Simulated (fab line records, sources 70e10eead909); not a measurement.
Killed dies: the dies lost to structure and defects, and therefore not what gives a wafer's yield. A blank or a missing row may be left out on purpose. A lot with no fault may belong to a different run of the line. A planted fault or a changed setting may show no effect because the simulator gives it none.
fab line records | flow nandHarc
[record] lots = 13 | wafers = 39 | lastDay = 33
route steps=1302 shown A_SLIT@933 A_WL_FILL@952 END@1302
lots with no fault: from the same line, run without faults
startH: hours from the record's first day to the start of the lot's first wafer shown | waitH: hours elapsed since this lot's preceding step | " as in the row above | L1.1+2: a single row standing in for several wafers | - no value present, or no start provided | * or withheld: withheld | < > ~ a bound
route shown NAME@n: names a module that has steps shown in the file, with the first one's number in the route | usual: average and standard deviation across the fault-free wafers | same: alike in all rows | chamber/n: place in a boat | sites: the reading at each site | _std_site: how widely they spread, as a standard deviation | _edge_site: outer sites' mean less inner sites' | radiusMm: how far each site lies from the wafer's centre | mask NAME#n: copy n | behind: the tool/chamber that last shaped the wafer | hold: why the lot went on hold/how many hours it stayed there/how the hold came to an end | device: the transistor (n, p or np) that didn't switch | end of line: tests run on the same wafers once the route is complete | for a step that has no rows: nothing shown but its recipe | killed: dies lost to structure and defects at the first sort, not the wafer's yield | map: a wafer's dies, x killed, . not, _ none there
set.NAME: the setting that was run; set.NAME@STEP: the one run at that earlier step | model.NAME: the simulator's own value behind a step, which no gauge read
route steps across a sampled set of lots; one table per step, one row per wafer
services: from which hour (startH, from the record's first day; less than 0 if before it) a tool's chamber was out of use, for how many hours, and why
[[steps]]
[step NHARC_A_SLIT_CD_MEAS_09]
[recipe] targetCdNm = 300 | landingEnergyEv = 500
[usual] cdNm = 299.6/0.6
lot.wafer | tool     | chamber | startH | waitH | cdNm
L816.3    | cdSem-03 | 0       | 460.66 | -     | 300.5
L816.4    | "        | 0       | "      | "     | 300.1
L816.5    | "        | 0       | "      | "     | 300.0
L817.1    | cdSem-02 | 0       | 468.25 | -     | 299.8
L817.4    | "        | 0       | "      | "     | 299.8
L817.5    | "        | 0       | "      | "     | 300.3
L818.1    | cdSem-02 | 0       | 478.43 | -     | 300.1
L818.3    | "        | 0       | "      | "     | 300.2
L818.4    | "        | 0       | "      | "     | 299.9
L819.2    | cdSem-03 | 0       | 490.16 | -     | 298.1
L819.4    | "        | 0       | "      | "     | 299.7
L819.6    | "        | 0       | "      | "     | 298.5
L824.1    | cdSem-03 | 0       | 535.82 | -     | 298.9
L824.3    | "        | 0       | "      | "     | 299.5
L824.4    | "        | 0       | "      | "     | 298.7
L826.1    | cdSem-03 | 0       | 555.69 | -     | 300.9
L826.3    | "        | 0       | "      | "     | 299.6
L826.4    | "        | 0       | "      | "     | 300.5
L827.2    | cdSem-01 | 0       | 556.69 | -     | 299.7
L827.3    | "        | 0       | "      | "     | 298.2
L827.6    | "        | 0       | "      | "     | 299.9
L825.2    | cdSem-03 | 0       | 557.49 | -     | 298.6
L825.4    | "        | 0       | "      | "     | 299.6
L825.5    | "        | 0       | "      | "     | 299.2
L835.1    | cdSem-01 | 0       | 634.94 | -     | 299.4
L835.5    | "        | 0       | "      | "     | 298.8
L835.6    | "        | 0       | "      | "     | 300.2
L837.1    | cdSem-03 | 0       | 653.73 | -     | 299.1
L837.3    | "        | 0       | "      | "     | 299.8
L837.5    | "        | 0       | "      | "     | 299.4
L838.1    | cdSem-03 | 0       | 654.02 | -     | 299.1
L838.2    | "        | 0       | "      | "     | 299.2
L838.4    | "        | 0       | "      | "     | 298.4
L836.1    | cdSem-02 | 0       | 664.95 | -     | 300.0
L836.4    | "        | 0       | "      | "     | 300.0
L836.6    | "        | 0       | "      | "     | 299.9
L839.1    | cdSem-02 | 0       | 679.95 | -     | 299.4
L839.4    | "        | 0       | "      | "     | 299.9
L839.6    | "        | 0       | "      | "     | 299.8
[step NHARC_A_SLIT_DESCUM_14]
[recipe] timeS = 3 | o2FlowSccm = 200 | arFlowSccm = 0 | biasPowerW = 0 | chemistry = O2
[usual] drypumpMotorCurrentA = 5.9/0.52 | oesProductAu = 1.005/0.016 | rfVppV = 57.8/0.9 | showerheadPlenumPTorr = 1.93/0.083 | throttleValvePct = 11.311/0.0083
lot.wafer | tool       | chamber | startH | waitH | drypumpMotorCurrentA | oesProductAu | rfHoursCounterH | rfVppV | showerheadPlenumPTorr | throttleValvePct
L816.4    | rieDiel-05 | 3       | 460.86 | 0.1   | 6.7                  | 1.004        | 2.8             | 58.6   | 1.96                  | 11.305
L816.3    | "          | 0       | "      | "     | 5.3                  | 1.019        | 2.6             | 58.3   | 2.00                  | 11.308
L816.5    | "          | 1       | "      | "     | 5.7                  | 1.016        | -               | 57.9   | 2.00                  | 11.324
L817.4    | rieDiel-02 | 1       | 468.45 | 0.1   | 4.9                  | 0.998        | 2.6             | 57.4   | 1.82                  | 11.306
L817.1    | "          | 2       | "      | "     | 5.8                  | 1.024        | 2.1             | 57.2   | 2.04                  | 11.311
L817.5    | "          | 0       | "      | "     | 6.7                  | 0.974        | -               | 57.3   | 1.84                  | 11.311
L818.1    | rieDiel-05 | 1       | 478.62 | 0.1   | 5.7                  | 1.024        | 3.5             | 59.9   | 2.00                  | 11.315
L818.3    | "          | 0       | "      | "     | 5.3                  | 1.015        | 4.0             | 58.5   | 2.00                  | 11.316
L818.4    | "          | 3       | "      | "     | 6.8                  | 0.998        | -               | 58.4   | 1.96                  | 11.308
L819.2    | rieDiel-13 | 0       | 490.36 | 0.1   | 5.8                  | 1.018        | 7.6             | 58.7   | 2.05                  | 11.303
L819.4    | "          | 1       | "      | "     | 5.9                  | 1.005        | 8.2             | 56.6   | 1.91                  | 11.300
L819.6    | "          | 2       | "      | "     | 6.1                  | 1.033        | -               | 59.4   | 1.95                  | 11.316
L824.1    | rieDiel-05 | 2       | 536.02 | 0.1   | 6.0                  | 1.020        | 5.1             | 58.4   | 2.06                  | 11.322
L824.4    | "          | 3       | "      | "     | 6.8                  | 1.009        | 6.4             | 58.2   | 1.96                  | 11.310
L824.3    | "          | 0       | "      | "     | 5.3                  | 1.020        | 6.2             | 56.8   | 2.00                  | 11.303
L826.4    | rieDiel-02 | 3       | 555.88 | 0.1   | 5.6                  | 1.007        | 6.0             | 58.5   | 1.86                  | 11.327
L826.1    | "          | 1       | "      | "     | 5.0                  | 1.002        | 6.3             | 58.0   | 1.82                  | 11.333
L826.3    | "          | 2       | "      | "     | 5.8                  | 1.003        | 6.2             | 57.9   | 2.03                  | 11.325
L827.2    | rieDiel-05 | 3       | 556.87 | 0.1   | 6.8                  | 1.013        | 7.8             | 58.1   | 1.96                  | 11.316
L827.3    | "          | 0       | "      | "     | 5.3                  | 1.033        | 7.7             | 57.8   | 2.00                  | 11.308
L827.6    | "          | 0       | "      | "     | 5.3                  | 1.020        | -               | 58.3   | 2.00                  | 11.310
L825.4    | rieDiel-13 | 2       | 557.68 | 0.1   | 6.1                  | 1.025        | 1.2             | 57.3   | 1.95                  | 11.313
L825.2    | "          | 1       | "      | "     | 5.9                  | 0.982        | 1.1             | 57.0   | 1.91                  | 11.324
L825.5    | "          | 3       | "      | "     | 6.4                  | 0.983        | -               | 57.8   | 1.86                  | 11.307
L835.1    | rieDiel-02 | 1       | 635.13 | 0.1   | 4.9                  | 0.993        | 3.5             | 56.5   | 1.82                  | 11.320
L835.6    | "          | 0       | "      | "     | 6.7                  | 0.987        | -               | 57.6   | 1.84                  | 11.304
L835.5    | "          | 1       | "      | "     | 5.0                  | 0.987        | -               | 57.9   | 1.82                  | 11.305
L837.3    | rieDiel-02 | 2       | 653.92 | 0.1   | 5.8                  | 1.010        | 4.2             | 58.3   | 2.03                  | 11.313
L837.1    | "          | 0       | "      | "     | 6.7                  | 0.998        | 5.0             | 58.0   | 1.84                  | 11.300
L837.5    | "          | 1       | "      | "     | 4.9                  | 0.987        | -               | 56.5   | 1.82                  | 11.307
L838.4    | rieDiel-13 | 2       | 654.23 | 0.1   | 6.1                  | 1.015        | 6.1             | 57.2   | 1.95                  | 11.304
L838.1    | "          | 3       | "      | "     | 6.3                  | 0.981        | 6.2             | 56.4   | 1.86                  | 11.312
L838.2    | "          | 0       | "      | "     | 5.8                  | 1.021        | 6.4             | 58.1   | 2.04                  | 11.304
L836.1    | rieDiel-02 | 3       | 665.14 | 0.1   | 5.6                  | 1.004        | 6.0             | 57.4   | 1.86                  | 11.299
L836.4    | "          | 1       | "      | "     | 4.9                  | 0.994        | 6.8             | 55.8   | 1.82                  | 11.325
L836.6    | "          | 3       | "      | "     | 5.6                  | 0.997        | -               | 57.4   | 1.86                  | 11.313
L839.1    | rieDiel-13 | 3       | 680.13 | 0.1   | 6.3                  | 0.987        | 7.0             | 57.7   | 1.86                  | 11.308
L839.4    | "          | 1       | "      | "     | 5.9                  | 0.984        | 7.8             | 56.7   | 1.91                  | 11.312
L839.6    | "          | 3       | "      | "     | 6.3                  | 0.996        | -               | 56.8   | 1.86                  | 11.310
[step NHARC_A_SLIT_CD_MEAS_21]
[usual] cdNm = 290.0/1
lot.wafer | tool     | chamber | startH | waitH | cdNm
L816.3    | cdSem-03 | -       | 467.17 | -     | 290.8
L816.4    | "        | -       | "      | "     | 289.2
L816.5    | "        | -       | "      | "     | 290.1
L817.1    | cdSem-03 | -       | 478.45 | -     | 288.9
L817.4    | "        | -       | "      | "     | 290.3
L817.5    | "        | -       | "      | "     | 290.3
L818.1    | cdSem-03 | -       | 485.21 | -     | 291.1
L818.3    | "        | -       | "      | "     | 289.4
L818.4    | "        | -       | "      | "     | 290.2
L819.2    | cdSem-01 | -       | 496.59 | -     | 291.2
L819.4    | "        | -       | "      | "     | 289.0
L819.6    | "        | -       | "      | "     | 289.0
L824.1    | cdSem-02 | -       | 542.30 | -     | 289.3
L824.3    | "        | -       | "      | "     | 289.2
L824.4    | "        | -       | "      | "     | 289.3
L826.1    | cdSem-02 | -       | 562.23 | -     | 289.7
L826.3    | "        | -       | "      | "     | 291.9
L826.4    | "        | -       | "      | "     | 291.0
L827.2    | cdSem-03 | -       | 563.26 | -     | 289.3
L827.3    | "        | -       | "      | "     | 290.1
L827.6    | "        | -       | "      | "     | 290.0
L825.2    | cdSem-02 | -       | 566.11 | -     | 290.6
L825.4    | "        | -       | "      | "     | 291.8
L825.5    | "        | -       | "      | "     | 289.6
L835.1    | cdSem-01 | -       | 641.51 | -     | 289.1
L835.5    | "        | -       | "      | "     | 290.2
L835.6    | "        | -       | "      | "     | 288.8
L838.1    | cdSem-03 | -       | 660.57 | -     | 291.4
L838.2    | "        | -       | "      | "     | 289.6
L838.4    | "        | -       | "      | "     | 287.2
L837.1    | cdSem-01 | -       | 660.60 | -     | 289.0
L837.3    | "        | -       | "      | "     | 291.5
L837.5    | "        | -       | "      | "     | 291.0
L836.1    | cdSem-02 | -       | 671.51 | -     | 291.0
L836.4    | "        | -       | "      | "     | 290.3
L836.6    | "        | -       | "      | "     | 291.5
L839.1    | cdSem-03 | -       | 686.47 | -     | 290.2
L839.4    | "        | -       | "      | "     | 289.9
L839.6    | "        | -       | "      | "     | 289.6
[step NHARC_A_WL_FILL_ALD_00]
[recipe] targetThkA = 30 | pulseTimeS = 3 | aldCycles = 30 | tempC = 300 | material = Al2O3
[usual] aldCycles = 30/0 | heaterPowerW = 469/47 | precursorPulseHeightRel = 0.998/0.018
[same] pulseTimeS = 3
lot.wafer | tool     | chamber | startH | waitH | aldCycles | heaterPowerW | precursorPulseHeightRel
L816.3    | aldHk-02 | 3       | 473.93 | 0.1   | 30        | 493          | 0.988
L816.4    | "        | 2       | "      | "     | 30        | 449          | 1.002
L816.5    | "        | 0       | "      | "     | 30        | 528          | 1.000
L817.4    | aldHk-04 | 3       | 487.37 | 2.3   | 30        | 489          | 1.016
L817.1    | "        | 1       | "      | "     | 30        | 392          | 1.006
L817.5    | "        | 0       | "      | "     | 30        | 413          | 0.984
L818.4    | aldHk-03 | 2       | 491.92 | 0.1   | 30        | 476          | 1.015
L818.3    | "        | 3       | "      | "     | 30        | 509          | 1.012
L818.1    | "        | 1       | "      | "     | 30        | 450          | 1.008
L819.4    | aldHk-04 | 1       | 503.36 | 0.1   | 30        | 402          | 1.007
L819.2    | "        | 3       | "      | "     | 30        | 497          | 0.984
L819.6    | "        | 0       | "      | "     | 30        | 414          | 1.012
L824.3    | aldHk-04 | 3       | 548.98 | 0.1   | 35        | 489          | 1.023
L824.1    | "        | 1       | "      | "     | 30        | 385          | 0.977
L824.4    | "        | 2       | "      | "     | 30        | 536          | 1.000
L826.1    | aldHk-03 | 3       | 568.85 | 0.1   | 30        | 514          | 0.979
L826.3    | "        | 1       | "      | "     | 30        | 465          | 1.027
L826.4    | "        | 2       | "      | "     | 30        | 492          | 0.998
L827.2    | aldHk-04 | 1       | 568.87 | 0.1   | 35        | 402          | 0.996
L827.3    | "        | 3       | "      | "     | 35        | 481          | 0.986
L827.6    | "        | 2       | "      | "     | 30        | 541          | 0.969
L825.4    | aldHk-04 | 0       | 572.87 | 0.1   | 30        | 417          | 1.012
L825.2    | "        | 2       | "      | "     | 35        | 550          | 1.010
L825.5    | "        | 1       | "      | "     | 30        | 404          | 1.034
L835.1    | aldHk-04 | 0       | 648.36 | 0.1   | 30        | 457          | 0.983
L835.6    | "        | 1       | "      | "     | 30        | 381          | 1.007
L835.5    | "        | 2       | "      | "     | 30        | 540          | 0.959
L837.3    | aldHk-03 | 2       | 667.32 | 0.1   | 30        | 465          | 1.016
L837.1    | "        | 1       | "      | "     | 30        | 454          | 1.001
L837.5    | "        | 3       | "      | "     | 30        | 493          | 0.984
L838.2    | aldHk-04 | 0       | 667.32 | 0.1   | 30        | 447          | 0.979
L838.1    | "        | 1       | "      | "     | 30        | 388          | 0.993
L838.4    | "        | 2       | "      | "     | 30        | 524          | 1.037
L836.4    | aldHk-02 | 0       | 678.18 | 0.1   | 30        | 516          | 0.995
L836.1    | "        | 1       | "      | "     | 30        | 480          | 0.977
L836.6    | "        | 0       | "      | "     | 30        | 504          | 0.951
L839.4    | aldHk-03 | 1       | 693.23 | 0.1   | 30        | 467          | 0.988
L839.1    | "        | 0       | "      | "     | 30        | 474          | 0.970
L839.6    | "        | 2       | "      | "     | 30        | 456          | 0.991
[step NHARC_END_SORT_01]
[recipe] tempC = 25
[usual] killedAtArray = 59/17 | killedAtOther = 0.9/1.6 | killedAtPeriphery = 3.7/2.3 | killedDies = 64/17 | killedOpen = 3.3/1.8 | killedShort = 2.4/1.6
[same] grossDies = 677
lot.wafer | tool      | chamber | startH | waitH | killedAtArray | killedAtOther | killedAtPeriphery | killedDies | killedOpen | killedShort
L817.1    | prober-02 | 0       | 589.37 | 2.5   | 43            | 0             | 3                 | 46         | 4          | 1
L817.4    | prober-02 | 0       | 591.79 | 3.4   | 36            | 0             | 3                 | 39         | 3          | 1
L817.5    | prober-02 | 0       | 592.60 | 3.7   | 49            | 0             | 2                 | 51         | 3          | 1
L827.2    | prober-02 | 0       | 677.51 | 2.8   | 74            | 1             | 0                 | 75         | 3          | 2
L827.3    | prober-02 | 0       | 678.31 | 3.1   | 98            | 1             | 3                 | 102        | 3          | 5
L827.6    | prober-02 | 0       | 680.69 | 4.0   | 84            | 2             | 0                 | 86         | 3          | 8
// killed by level:class
L817.1 A_SLIT:chamberFilmFlake=23 A_CHANNEL_HOLE_D2:chamberFilmFlake=7 A_BONDPAD:chamberFilmFlake=3 P_GATE:chamberFilmFlake=2 A_BLC:chamberFilmFlake=2 P_M2:geometricParticle:open=1 A_SOURCE_PLATE:geometricParticle:short=1 A_SGD_CUT:geometricParticle:open=1
L817.4 A_SLIT:chamberFilmFlake=20 A_CHANNEL_HOLE_D2:chamberFilmFlake=5 A_BLC:chamberFilmFlake=4 A_CONTACT:chamberFilmFlake=2 P_M0:geometricParticle:open=1 P_M2:geometricParticle:open=1 A_ONON_D1:geometricParticle:open=1 A_WL_FILL:geometricParticle:short=1
L817.5 A_SLIT:chamberFilmFlake=25 A_CHANNEL_HOLE_D2:chamberFilmFlake=8 A_BLC:chamberFilmFlake=5 A_CHANNEL_HOLE_D1:chamberFilmFlake=4 P_GATE:chamberFilmFlake=2 A_BONDPAD:chamberFilmFlake=2 A_CHANNEL_FILL_D2:geometricParticle:open=1 A_WL_FILL:geometricParticle:open=1
L827.2 A_SLIT:chamberFilmFlake=29 A_CHANNEL_HOLE_D1:chamberFilmFlake=28 A_CHANNEL_HOLE_D2:chamberFilmFlake=10 A_CONTACT:geometricParticle:open=2 A_STAIRCASE:chamberFilmFlake=2 A_SOURCE_PLATE:geometricParticle:short=1 A_ONON_D2:geometricParticle:open=1 A_M0:geometricParticle:short=1
L827.3 A_SLIT:chamberFilmFlake=33 A_CHANNEL_HOLE_D1:chamberFilmFlake=28 A_CHANNEL_HOLE_D2:chamberFilmFlake=20 A_STAIRCASE:chamberFilmFlake=7 A_CONTACT:chamberFilmFlake=3 A_CHANNEL_FILL_D2:chamberFilmFlake=2 P_CONTACT:geometricParticle:short=1 P_M0:geometricParticle:short=1
L827.6 A_SLIT:chamberFilmFlake=30 A_CHANNEL_HOLE_D1:chamberFilmFlake=27 A_CHANNEL_HOLE_D2:chamberFilmFlake=10 A_STAIRCASE:chamberFilmFlake=5 A_ONON_D2:geometricParticle:short=4 A_CHANNEL_FILL_D1:geometricParticle:short=3 A_CHANNEL_FILL_D2:geometricParticle:open=2 THIN_TSV:chamberFilmFlake=2
[[services]]
tool       | chamber | startH | hours | kind
rieDiel-13 | 2       | 437.85 | 14.3  | repair
aldHk-04   | -       | 438.80 | 10.0  | pm
aldHk-04   | 0       | 438.80 | 10.0  | ventCycle
rieDiel-02 | 1       | 446.25 | 15.4  | repair
rieDiel-05 | 2       | 471.26 | 8.1   | repair
rieDiel-05 | 0       | 475.78 | 2.6   | repair
rieDiel-05 | 3       | 491.19 | 23.6  | repair
rieDiel-13 | -       | 519.49 | 9.0   | pm
aldHk-02   | -       | 522.51 | 1.1   | repair
aldHk-02   | -       | 528.04 | 10.0  | pm
rieDiel-05 | -       | 537.40 | 0.3   | repair
rieDiel-02 | 0       | 562.49 | 9.7   | repair
aldHk-03   | -       | 570.01 | 10.0  | pm
rieDiel-02 | -       | 570.72 | 9.0   | pm
rieDiel-13 | 0       | 578.82 | 9.6   | repair
rieDiel-05 | -       | 584.05 | 9.0   | pm
rieDiel-13 | -       | 595.44 | 0.9   | repair
rieDiel-02 | 2       | 603.56 | 2.1   | repair
aldHk-04   | -       | 619.30 | 10.0  | pm
rieDiel-02 | 3       | 649.09 | 6.9   | repair
rieDiel-05 | 1       | 649.82 | 10.9  | repair
rieDiel-13 | 0       | 656.14 | 4.3   | repair
rieDiel-05 | 1       | 666.86 | 3.9   | repair
rieDiel-05 | 0       | 680.12 | 10.7  | repair
[[key]]
[firstSign] step = NHARC_A_WL_FILL_ALD_00 | reading = aldCycles | direction = up | sigmas = 99+ | usual = 30 | struck = 35
effect none on later readings
metAt NHARC_A_WL_FILL_ALD_00
struckLots L824,L825,L827
struckWafers L824.3,L825.2,L827.2,L827.3
testerLeftOut L824,L825,L827
notActingAt NHARC_A_SLIT_CD_MEAS_09,NHARC_A_SLIT_DESCUM_14,NHARC_A_SLIT_CD_MEAS_21
onsetBetween 503.36 548.98
[fault] kind = processParameterDrift | tool = aldHk-04 | chamber = - | onsetH = 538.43 | steps = NHARC_A_WL_FILL_ALD_00 | channel = aldCycles | offset = 5 | shape = step | endH = 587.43 | scope = struckWafersOnly | actsIn = theseRecipesOnly | stated = 30
// testerLeftOut: of these lots the tester's yield and bins aren't shown, on N5 and GAA mostly nor the transistor test; their killed dies are dies lost to structure and defects alone, not to doping, threshold or leakage, so they don't give the yield
